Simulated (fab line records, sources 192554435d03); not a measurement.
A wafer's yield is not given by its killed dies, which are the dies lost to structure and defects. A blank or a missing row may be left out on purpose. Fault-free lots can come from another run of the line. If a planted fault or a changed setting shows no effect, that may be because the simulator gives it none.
Split-lot trial / flow n5Finfet / on a route of 1938 steps: 7 lots, 39 wafers read

## SPLIT DETAILS
At N5_BEOL_M12_ILD_DEP_00 (deposits SiOC from DEMS/O2, target thk 658.92 nm, time 130.7 s), the setting timeS was moved away from the recipe's 130.7 s on 15 of the 39 wafers read, by -38.5% to +44.1%. All remaining wafers had this setting at the recipe value.

## FROM THE SPLIT TO THE READING: what the file shows between them, 6 steps
- N5_BEOL_M12_THK_MEAS_01
- N5_BEOL_M12_COAT_58: time 60 s, resist thk 89 nm
- N5_BEOL_M12_COAT_04: resist thk 400 nm
- N5_BEOL_M12_DESCUM_15: chemistry O2, time 7.9 s
- N5_BEOL_M12_ETCH_59: etches BARC in N2/H2, target depth 89 nm, overetch 26.7 nm, time 67.9 s
- N5_BEOL_M12_VIA_ETCH_16: etches SiOC in C4F8/O2/Ar, target depth 724.8 nm

## THE READING
oesProductAu, in a.u., at N5_BEOL_M12_STRIP_63 (strips in N2/H2). On this fab line, fault-free wafers typically give 0.694 a.u. with a standard deviation of 0.0047 a.u.

wafer=L077.1; tool, chamber at the split=pecvd-01, 0; timeS as run, s=130.7; against the recipe=recipe; oesProductAu, a.u.=0.698; against lot-mates on the recipe=-
wafer=L077.2; tool, chamber at the split=pecvd-01, 2; timeS as run, s=130.7; against the recipe=recipe; oesProductAu, a.u.=0.697; against lot-mates on the recipe=-
wafer=L077.3; tool, chamber at the split=pecvd-01, 1; timeS as run, s=188.3; against the recipe=+44.1%; oesProductAu, a.u.=0.666; against lot-mates on the recipe=-0.031
wafer=L077.4; tool, chamber at the split=pecvd-01, 0; timeS as run, s=130.7; against the recipe=recipe; oesProductAu, a.u.=0.695; against lot-mates on the recipe=-
wafer=L077.5; tool, chamber at the split=pecvd-01, 2; timeS as run, s=188.3; against the recipe=+44.1%; oesProductAu, a.u.=0.649; against lot-mates on the recipe=-0.048
wafer=L077.6; tool, chamber at the split=pecvd-01, 1; timeS as run, s=188.3; against the recipe=+44.1%; oesProductAu, a.u.=0.661; against lot-mates on the recipe=-0.036
wafer=L080.1; tool, chamber at the split=pecvd-01, 2; timeS as run, s=130.7; against the recipe=recipe; oesProductAu, a.u.=0.696; against lot-mates on the recipe=-
wafer=L080.2; tool, chamber at the split=pecvd-01, 0; timeS as run, s=80.42; against the recipe=-38.5%; oesProductAu, a.u.=0.785; against lot-mates on the recipe=+0.088
wafer=L080.3; tool, chamber at the split=pecvd-01, 1; timeS as run, s=80.42; against the recipe=-38.5%; oesProductAu, a.u.=0.798; against lot-mates on the recipe=+0.101
wafer=L080.4; tool, chamber at the split=pecvd-01, 1; timeS as run, s=130.7; against the recipe=recipe; oesProductAu, a.u.=0.704; against lot-mates on the recipe=-
wafer=L080.5; tool, chamber at the split=pecvd-01, 0; timeS as run, s=80.42; against the recipe=-38.5%; oesProductAu, a.u.=0.791; against lot-mates on the recipe=+0.094
wafer=L080.6; tool, chamber at the split=pecvd-01, 2; timeS as run, s=130.7; against the recipe=recipe; oesProductAu, a.u.=0.691; against lot-mates on the recipe=-
wafer=L086.1; tool, chamber at the split=pecvd-03, 1; timeS as run, s=130.7; against the recipe=recipe; oesProductAu, a.u.=0.701; against lot-mates on the recipe=-
wafer=L086.2; tool, chamber at the split=pecvd-03, 2; timeS as run, s=130.7; against the recipe=recipe; oesProductAu, a.u.=0.694; against lot-mates on the recipe=-
wafer=L086.3; tool, chamber at the split=pecvd-03, 0; timeS as run, s=156; against the recipe=+19.4%; oesProductAu, a.u.=0.677; against lot-mates on the recipe=-0.016
wafer=L086.4; tool, chamber at the split=pecvd-03, 2; timeS as run, s=130.7; against the recipe=recipe; oesProductAu, a.u.=0.683; against lot-mates on the recipe=-
wafer=L086.5; tool, chamber at the split=pecvd-03, 0; timeS as run, s=156; against the recipe=+19.4%; oesProductAu, a.u.=0.675; against lot-mates on the recipe=-0.018
wafer=L086.6; tool, chamber at the split=pecvd-03, 1; timeS as run, s=156; against the recipe=+19.4%; oesProductAu, a.u.=0.678; against lot-mates on the recipe=-0.015
wafer=L087.1; tool, chamber at the split=pecvd-03, 0; timeS as run, s=130.7; against the recipe=recipe; oesProductAu, a.u.=0.704; against lot-mates on the recipe=-
wafer=L087.3; tool, chamber at the split=pecvd-03, 1; timeS as run, s=130.7; against the recipe=recipe; oesProductAu, a.u.=0.689; against lot-mates on the recipe=-
wafer=L087.4; tool, chamber at the split=pecvd-03, 1; timeS as run, s=130.7; against the recipe=recipe; oesProductAu, a.u.=0.689; against lot-mates on the recipe=-
wafer=L089.1; tool, chamber at the split=pecvd-03, 2; timeS as run, s=106.4; against the recipe=-18.6%; oesProductAu, a.u.=0.705; against lot-mates on the recipe=+0.014
wafer=L089.2; tool, chamber at the split=pecvd-03, 1; timeS as run, s=130.7; against the recipe=recipe; oesProductAu, a.u.=0.686; against lot-mates on the recipe=-
wafer=L089.3; tool, chamber at the split=pecvd-03, 0; timeS as run, s=130.7; against the recipe=recipe; oesProductAu, a.u.=0.691; against lot-mates on the recipe=-
wafer=L089.4; tool, chamber at the split=pecvd-03, 0; timeS as run, s=106.4; against the recipe=-18.6%; oesProductAu, a.u.=0.703; against lot-mates on the recipe=+0.012
wafer=L089.5; tool, chamber at the split=pecvd-03, 2; timeS as run, s=130.7; against the recipe=recipe; oesProductAu, a.u.=0.696; against lot-mates on the recipe=-
wafer=L089.6; tool, chamber at the split=pecvd-03, 1; timeS as run, s=106.4; against the recipe=-18.6%; oesProductAu, a.u.=0.705; against lot-mates on the recipe=+0.014
wafer=L097.1; tool, chamber at the split=pecvd-03, 2,0; timeS as run, s=130.7; against the recipe=recipe; oesProductAu, a.u.=0.698; against lot-mates on the recipe=-
wafer=L097.2; tool, chamber at the split=pecvd-03, 2,0; timeS as run, s=130.7; against the recipe=recipe; oesProductAu, a.u.=0.695; against lot-mates on the recipe=-
wafer=L097.3; tool, chamber at the split=pecvd-03, 1; timeS as run, s=130.7; against the recipe=recipe; oesProductAu, a.u.=0.681; against lot-mates on the recipe=-
wafer=L097.4; tool, chamber at the split=pecvd-03, 1; timeS as run, s=130.7; against the recipe=recipe; oesProductAu, a.u.=0.706; against lot-mates on the recipe=-
wafer=L097.5; tool, chamber at the split=pecvd-03, 2; timeS as run, s=130.7; against the recipe=recipe; oesProductAu, a.u.=0.694; against lot-mates on the recipe=-
wafer=L097.6; tool, chamber at the split=pecvd-03, 0; timeS as run, s=130.7; against the recipe=recipe; oesProductAu, a.u.=0.690; against lot-mates on the recipe=-
wafer=L096.1; tool, chamber at the split=pecvd-01, 2; timeS as run, s=130.7; against the recipe=recipe; oesProductAu, a.u.=0.696; against lot-mates on the recipe=-
wafer=L096.2; tool, chamber at the split=pecvd-01, 0; timeS as run, s=96.09; against the recipe=-26.5%; oesProductAu, a.u.=0.726; against lot-mates on the recipe=+0.030
wafer=L096.3; tool, chamber at the split=pecvd-01, 2; timeS as run, s=96.09; against the recipe=-26.5%; oesProductAu, a.u.=0.716; against lot-mates on the recipe=+0.020
wafer=L096.4; tool, chamber at the split=pecvd-01, 0; timeS as run, s=96.09; against the recipe=-26.5%; oesProductAu, a.u.=0.719; against lot-mates on the recipe=+0.023
wafer=L096.5; tool, chamber at the split=pecvd-01, 0; timeS as run, s=130.7; against the recipe=recipe; oesProductAu, a.u.=0.693; against lot-mates on the recipe=-
wafer=L096.6; tool, chamber at the split=pecvd-01, 2; timeS as run, s=130.7; against the recipe=recipe; oesProductAu, a.u.=0.698; against lot-mates on the recipe=-
Where a row lists several chambers, the file gives one row for several wafers and doesn't say which wafer went through which chamber.

FIT RESULTS
A straight line over all 39 wafers: oesProductAu changes by -0.00133 a.u. for each +1% of timeS; r = -0.85; the points scatter about the line by 0.016 a.u.
The same after taking each lot's own level away (the mean of its wafers on the recipe; 39 wafers): -0.00133 a.u. for each +1%; r = -0.87; scatter 0.015 a.u.
On that fit, the largest move of timeS shifts the reading by 0.059 a.u.
From 0.6910 to 0.6970 a.u.: that is the span of the lots' own levels, equal to 1.3 times the standard deviation above.
The two slopes agree, so the slope changes little with the lot-to-lot level.
Check: -0.0595 a.u. against its lot-mates is what the line predicts for one of the wafers moved furthest among these (+44.1%) when that wafer is left out of the fit. Against them it came out at -0.0307 a.u.

## THE WHOLE CHAIN: every reading that the file lists as answering this split, in the file's order
step=N5_BEOL_M12_ILD_DEP_00; what it does=deposits SiOC from DEMS/O2, target thk 658.92 nm, time 130.7 s; reading=SiOC_of_BEOL_M12_ILD_DEP_00.thkNm (the simulator's own value, which no gauge read); change (the file's fit)=+6.74 nm for each +1% of the setting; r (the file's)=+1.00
step=N5_BEOL_M12_THK_MEAS_01; what it does=; reading=M12_ILD_THK; change (the file's fit)=+6.73 for each +1% of the setting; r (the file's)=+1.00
step=N5_BEOL_M12_VIA_ETCH_16; what it does=etches SiOC in C4F8/O2/Ar, target depth 724.8 nm; reading=etch.depthNm (the simulator's own value, which no gauge read); change (the file's fit)=+6.74 nm for each +1% of the setting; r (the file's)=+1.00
step=N5_BEOL_M12_VIA_ETCH_16; what it does=etches SiOC in C4F8/O2/Ar, target depth 724.8 nm; reading=coat_of_BEOL_M12_COAT_04.thkNm (the simulator's own value, which no gauge read); change (the file's fit)=-1.94 nm for each +1% of the setting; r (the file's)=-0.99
step=N5_BEOL_M12_STRIP_63; what it does=strips in N2/H2; reading=oesProductAu; change (the file's fit)=-0.00135 a.u. for each +1% of the setting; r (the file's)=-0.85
step=N5_BEOL_M12_STRIP_63; what it does=strips in N2/H2; reading=stripTimeToEndpointS; change (the file's fit)=withheld for each +1% of the setting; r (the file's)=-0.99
step=N5_BEOL_M12_ETCH_38; what it does=etches SiCN in CF4/N2, target depth 68.7 nm, time 73.4 s; reading=SiOC_of_BEOL_M12_ILD_DEP_00.thkNm (the simulator's own value, which no gauge read); change (the file's fit)=+6.76 nm for each +1% of the setting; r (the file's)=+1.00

## THE FILE'S OWN FIT
oesProductAu changes by -0.00135 a.u. for each +1% of timeS, r = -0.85.
